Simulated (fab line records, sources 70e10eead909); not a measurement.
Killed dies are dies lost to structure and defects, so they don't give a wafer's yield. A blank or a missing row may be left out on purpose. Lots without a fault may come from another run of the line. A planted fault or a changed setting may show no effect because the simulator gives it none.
Which tool did it? | flow nand_harc | 14 lots, 41 wafers sampled, at 4 steps of a route of 1302

WHAT THE GAUGES READ, wafer by wafer
The record holds no reading of a measuring or inspecting step that can be judged against a usual standard deviation.

WHICH TOOL RAN EACH LOT (tool, then ch and the chambers of the sampled wafers, then the start)
lot  | NHARC_A_CHANNEL_HOLE_D1_DESCUM_15  | NHARC_A_CHANNEL_HOLE_D1_ETCH_39    | NHARC_A_CHANNEL_HOLE_D1_ETCH_16               | NHARC_A_CHANNEL_HOLE_D1_ETCH_19
L533 | rie_diel-06 ch 1,2, day 8 15:37    | rie_diel-06 ch 0,2,3, day 8 15:47  | rie_diel-06 ch 0,1,3, day 8 16:47 or earlier  | har_etch-01 ch 0,1, day 8 16:47
L534 | rie_diel-09 ch 0,1, day 8 16:16    | rie_diel-09 ch 0,1,2, day 8 16:36  | rie_diel-09 ch 1,2,3, day 8 17:33 or earlier  | har_etch-02 ch 0,1, day 8 17:33
L535 | rie_diel-06 ch 2,3, day 9 17:26    | rie_diel-06 ch 0,1,2, day 9 17:38  | rie_diel-06 ch 0,2,3, day 9 21:52 or earlier  | har_etch-01 ch 1, day 9 21:52
L536 | rie_diel-05 ch 0,1,3, day 9 18:17  | rie_diel-05 ch 0,3, day 9 18:32    | rie_diel-05 ch 2,3, day 10 00:32 or earlier   | har_etch-02 ch 0,1, day 10 00:32
L543 | rie_diel-06 ch 1,3, day 12 08:55   | rie_diel-06 ch 1,2, day 12 09:05   | rie_diel-06 ch 3, day 12 10:08 or earlier     | har_etch-01 ch 0,1, day 12 10:08
L545 | rie_diel-06 ch 0,1,2, day 13 13:01 | rie_diel-06 ch 0,2,3, day 13 13:13 | rie_diel-06 ch 0,1, day 13 15:57 or earlier   | har_etch-01 ch 0,1, day 13 15:57
L547 | rie_diel-05 ch 0,1,3, day 14 13:15 | rie_diel-05 ch 0,1,3, day 14 13:26 | rie_diel-05 ch 0,1,3, day 14 14:25 or earlier | har_etch-02 ch 0,1, day 14 14:25
L549 | rie_diel-09 ch 0,2,3, day 14 23:22 | rie_diel-09 ch 0,2,3, day 14 23:34 | rie_diel-09 ch 0,1,3, day 15 03:04 or earlier | har_etch-02 ch 0, day 15 03:04
L551 | rie_diel-05 ch 0,2,3, day 15 20:16 | rie_diel-05 ch 0,3, day 15 20:25   | rie_diel-05 ch 0,3, day 15 21:26 or earlier   | har_etch-01 ch 0,1, day 15 21:26
L552 | rie_diel-06 ch 0,1,3, day 16 09:41 | rie_diel-06 ch 2,3, day 16 09:51   | rie_diel-06 ch 0,1,2, day 16 13:02 or earlier | har_etch-02 ch 0,1, day 16 13:02
L553 | rie_diel-06 ch 0,1, day 17 08:35   | rie_diel-06 ch 1,3, day 17 08:47   | rie_diel-06 ch 1,3, day 17 13:03 or earlier   | har_etch-02 ch 0,1, day 17 13:03
L555 | rie_diel-06 ch 0,3, day 17 16:09   | rie_diel-06 ch 0,2,3, day 17 16:19 | rie_diel-06 ch 0,1,3, day 17 17:21 or earlier | har_etch-02 ch 0,1, day 17 17:21
L554 | rie_diel-09 ch 0,1,3, day 17 16:35 | rie_diel-09 ch 1,2,3, day 17 16:46 | rie_diel-09 ch 0,1,3, day 17 19:45 or earlier | har_etch-01 ch 0,1, day 17 19:45
L556 | rie_diel-09 ch 0,1,2, day 18 10:31 | rie_diel-09 ch 0,2,3, day 18 10:46 | rie_diel-09 ch 0,1, day 18 11:43 or earlier   | har_etch-01 ch 0,1, day 18 11:43
- NHARC_A_CHANNEL_HOLE_D1_DESCUM_15: chemistry O2, time 3 s.
- NHARC_A_CHANNEL_HOLE_D1_ETCH_39: etches the open film in N2/H2, target depth 260 nm, time 325 s.
- NHARC_A_CHANNEL_HOLE_D1_ETCH_16: etches the open film in O2/COS, target depth 3100 nm, time 806 s.
- NHARC_A_CHANNEL_HOLE_D1_ETCH_19: etches the open film in C4F8/O2/Ar, time 34.5 s.

WHAT THE TOOLS THEMSELVES READ (means of the sampled wafers that have a number; where no wafer has one, the mark that the record gives instead)
NHARC_A_CHANNEL_HOLE_D1_DESCUM_15. Usual: drypump_motor_current_A 5.9 A, standard deviation 0.38; mfc_ar_sccm 0.010 sccm, standard deviation 0.0088; oes_product_au 1.001 a.u., standard deviation 0.0083; rf_vpp_V 57.7 V, standard deviation 0.79; showerhead_plenum_p_Torr 1.91 Torr, standard deviation 0.071; throttle_valve_pct 11.313 %, standard deviation 0.0086.
lot  | tool        | drypump_motor_current_A (A) | mfc_ar_sccm (sccm) | oes_product_au (a.u.) | rf_vpp_V (V) | showerhead_plenum_p_Torr (Torr) | throttle_valve_pct (%) | flag
L533 | rie_diel-06 | 5.7                         | 0.016              | 1.007                 | 57.0         | 1.90                            | 11.305                 |
L534 | rie_diel-09 | 5.6                         | 0.003              | 1.008                 | 57.9         | 1.88                            | 11.312                 |
L535 | rie_diel-06 | 6.3                         | 0.007              | 1.007                 | 57.1         | 1.87                            | 11.311                 |
L536 | rie_diel-05 | 5.9                         | 0.015              | 1.003                 | 57.6         | 1.88                            | 11.312                 |
L543 | rie_diel-06 | 6.1                         | 0.004              | 0.999                 | 57.9         | 1.94                            | 11.311                 |
L545 | rie_diel-06 | 5.8                         | 0.014              | 1.010                 | 58.2         | 1.91                            | 11.319                 |
L547 | rie_diel-05 | 5.9                         | 0.015              | 0.994                 | 57.7         | 1.87                            | 11.320                 |
L549 | rie_diel-09 | 5.8                         | 0.007              | 1.006                 | 57.6         | 1.92                            | 11.304                 |
L551 | rie_diel-05 | 5.9                         | 0.004              | 1.002                 | 58.1         | 1.94                            | 11.306                 |
L552 | rie_diel-06 | 6.0                         | 0.007              | 0.991                 | 57.6         | 1.92                            | 11.308                 |
L553 | rie_diel-06 | 5.8                         | 0.012              | 0.999                 | 58.0         | 1.92                            | 11.316                 |
L555 | rie_diel-06 | 6.4                         | 0.005              | 0.993                 | 58.1         | 1.88                            | 11.318                 |
L554 | rie_diel-09 | 5.5                         | 0.003              | 1.006                 | 57.4         | 1.90                            | 11.311                 |
L556 | rie_diel-09 | 5.9                         | 0.007              | 1.003                 | 58.0         | 1.87                            | 11.312                 |

NHARC_A_CHANNEL_HOLE_D1_ETCH_39. Usual: drypump_motor_current_A 5.9 A, standard deviation 0.4; mfc_ar_sccm 0.009 sccm, standard deviation 0.0084; oes_product_au 1.000 a.u., standard deviation 0.01; rf_vpp_V 430.5 V, standard deviation 2.3; showerhead_plenum_p_Torr 2.04 Torr, standard deviation 0.077; throttle_valve_pct 14.171 %, standard deviation 0.0084.
lot  | tool        | drypump_motor_current_A (A) | mfc_ar_sccm (sccm) | oes_product_au (a.u.) | rf_vpp_V (V) | showerhead_plenum_p_Torr (Torr) | throttle_valve_pct (%) | flag
L533 | rie_diel-06 | 6.1                         | 0.012              | 0.994                 | 429.3        | 1.99                            | 14.159                 |
L534 | rie_diel-09 | 5.9                         | 0.007              | 1.013                 | 430.8        | 2.02                            | 14.170                 |
L535 | rie_diel-06 | 5.8                         | 0.014              | 1.012                 | 430.5        | 2.04                            | 14.176                 |
L536 | rie_diel-05 | 5.8                         | 0.004              | 0.996                 | 429.1        | 1.99                            | 14.172                 |
L543 | rie_diel-06 | 5.7                         | 0.014              | 0.938                 | 430.8        | 2.04                            | 14.171                 | OFF
L545 | rie_diel-06 | 6.1                         | 0.012              | 0.956                 | 429.4        | 1.99                            | 14.168                 | OFF
L547 | rie_diel-05 | 5.9                         | 0.015              | 0.986                 | 428.6        | 1.99                            | 14.174                 |
L549 | rie_diel-09 | 5.7                         | 0.007              | 1.004                 | 431.2        | 2.05                            | 14.166                 |
L551 | rie_diel-05 | 5.8                         | 0.008              | 0.979                 | 430.3        | 2.05                            | 14.172                 |
L552 | rie_diel-06 | 6.3                         | 0.007              | 1.009                 | 429.1        | 1.98                            | 14.166                 |
L553 | rie_diel-06 | 5.9                         | 0.005              | 0.990                 | 432.0        | 2.09                            | 14.170                 |
L555 | rie_diel-06 | 6.1                         | 0.012              | 0.999                 | 429.9        | 1.99                            | 14.170                 |
L554 | rie_diel-09 | 5.4                         | 0.004              | 1.000                 | 430.6        | 2.04                            | 14.164                 |
L556 | rie_diel-09 | 5.8                         | 0.007              | 0.999                 | 430.9        | 2.03                            | 14.170                 |

NHARC_A_CHANNEL_HOLE_D1_ETCH_16. Usual: drypump_motor_current_A 5.9 A, standard deviation 0.39; mfc_ar_sccm 0.010 sccm, standard deviation 0.0088; oes_product_au 1.000 a.u., standard deviation 0.0087; rf_vpp_V 314.0 V, standard deviation 1.9; showerhead_plenum_p_Torr 3.11 Torr, standard deviation 0.11; throttle_valve_pct 28.330 %, standard deviation 0.01.
lot  | tool        | drypump_motor_current_A (A) | mfc_ar_sccm (sccm) | oes_product_au (a.u.) | rf_vpp_V (V) | showerhead_plenum_p_Torr (Torr) | throttle_valve_pct (%) | flag
L533 | rie_diel-06 | 6.0                         | 0.007              | 0.995                 | 314.8        | 3.15                            | 28.334                 |
L534 | rie_diel-09 | 5.4                         | 0.004              | 1.006                 | 315.1        | 3.15                            | 28.337                 |
L535 | rie_diel-06 | 6.1                         | 0.012              | 1.001                 | 313.1        | 3.05                            | 28.319                 |
L536 | rie_diel-05 | 5.9                         | 0.008              | 1.001                 | 317.2        | 3.28                            | 28.329                 |
L543 | rie_diel-06 | 6.6                         | 0.000              | 1.001                 | 314.1        | 3.07                            | 28.326                 |
L545 | rie_diel-06 | 5.7                         | 0.010              | 1.012                 | 316.3        | 3.21                            | 28.327                 |
L547 | rie_diel-05 | 5.9                         | 0.015              | 0.992                 | 313.1        | 3.05                            | 28.332                 |
L549 | rie_diel-09 | 5.5                         | 0.003              | 1.001                 | 313.1        | 3.11                            | 28.333                 |
L551 | rie_diel-05 | 5.9                         | 0.004              | 0.982                 | 313.3        | 3.04                            | 28.326                 |
L552 | rie_diel-06 | 5.8                         | 0.014              | 0.999                 | 313.2        | 3.11                            | 28.339                 |
L553 | rie_diel-06 | 5.9                         | 0.005              | 0.990                 | 315.3        | 3.20                            | 28.324                 |
L555 | rie_diel-06 | 6.0                         | 0.007              | 1.002                 | 314.3        | 3.14                            | 28.333                 |
L554 | rie_diel-09 | 5.5                         | 0.003              | 1.003                 | 314.9        | 3.10                            | 28.327                 |
L556 | rie_diel-09 | 5.6                         | 0.003              | 0.999                 | 312.6        | 3.03                            | 28.324                 |

NHARC_A_CHANNEL_HOLE_D1_ETCH_19. Usual: drypump_motor_current_A 5.9 A, standard deviation 0.64; mfc_ar_sccm 374.9 sccm, standard deviation 1.2; showerhead_plenum_p_Torr 3.59 Torr, standard deviation 0.13; throttle_valve_pct 37.037 %, standard deviation 0.0097.
lot  | tool        | drypump_motor_current_A (A) | mfc_ar_sccm (sccm) | showerhead_plenum_p_Torr (Torr) | throttle_valve_pct (%) | flag
L533 | har_etch-01 | 5.6                         | 375.5              | 3.57                            | 37.035                 |
L534 | har_etch-02 | 5.6                         | 374.2              | 3.61                            | 37.038                 |
L535 | har_etch-01 | 6.4                         | 374.2              | 3.63                            | 37.043                 |
L536 | har_etch-02 | 6.1                         | 375.0              | 3.56                            | 37.036                 |
L543 | har_etch-01 | 5.8                         | 374.6              | 3.56                            | 37.030                 |
L545 | har_etch-01 | 5.7                         | 375.6              | 3.54                            | 37.040                 |
L547 | har_etch-02 | 6.1                         | 375.7              | 3.52                            | 37.041                 |
L549 | har_etch-02 | 6.6                         | 375.2              | 3.47                            | 37.040                 |
L551 | har_etch-01 | 6.0                         | 373.8              | 3.55                            | 37.032                 |
L552 | har_etch-02 | 5.6                         | 374.6              | 3.56                            | 37.027                 |
L553 | har_etch-02 | 5.6                         | 375.0              | 3.99                            | 37.040                 | OFF
L555 | har_etch-02 | 6.1                         | 375.7              | 3.98                            | 37.037                 | OFF
L554 | har_etch-01 | 6.0                         | 375.2              | 3.53                            | 37.035                 |
L556 | har_etch-01 | 6.0                         | 375.4              | 3.53                            | 37.034                 |

THE ANSWER, worked out from the rows above alone
Rule: a lot is off if the mean of its wafers that have a number lies more than 3 standard deviations from the usual mean. A lot without any number at a reading at which 4 lots or more have one is off too. The other lots that the step has rows for count as sound. The gauges are gone through in route order, then the tools' own readings, and for those a lot's mean is taken as printed above. The first step at which some lot is off is used, and at that step the reading that is off furthest; a lot without a number counts as furthest.
Off: L543, L545, at NHARC_A_CHANNEL_HOLE_D1_ETCH_39 (oes_product_au).
A tool fits if, at that step or a process step before it, it ran every lot that is off, and no sound lot after the first of them. None of those tried fits.

WHAT THE SIMULATOR HAD PUT IN
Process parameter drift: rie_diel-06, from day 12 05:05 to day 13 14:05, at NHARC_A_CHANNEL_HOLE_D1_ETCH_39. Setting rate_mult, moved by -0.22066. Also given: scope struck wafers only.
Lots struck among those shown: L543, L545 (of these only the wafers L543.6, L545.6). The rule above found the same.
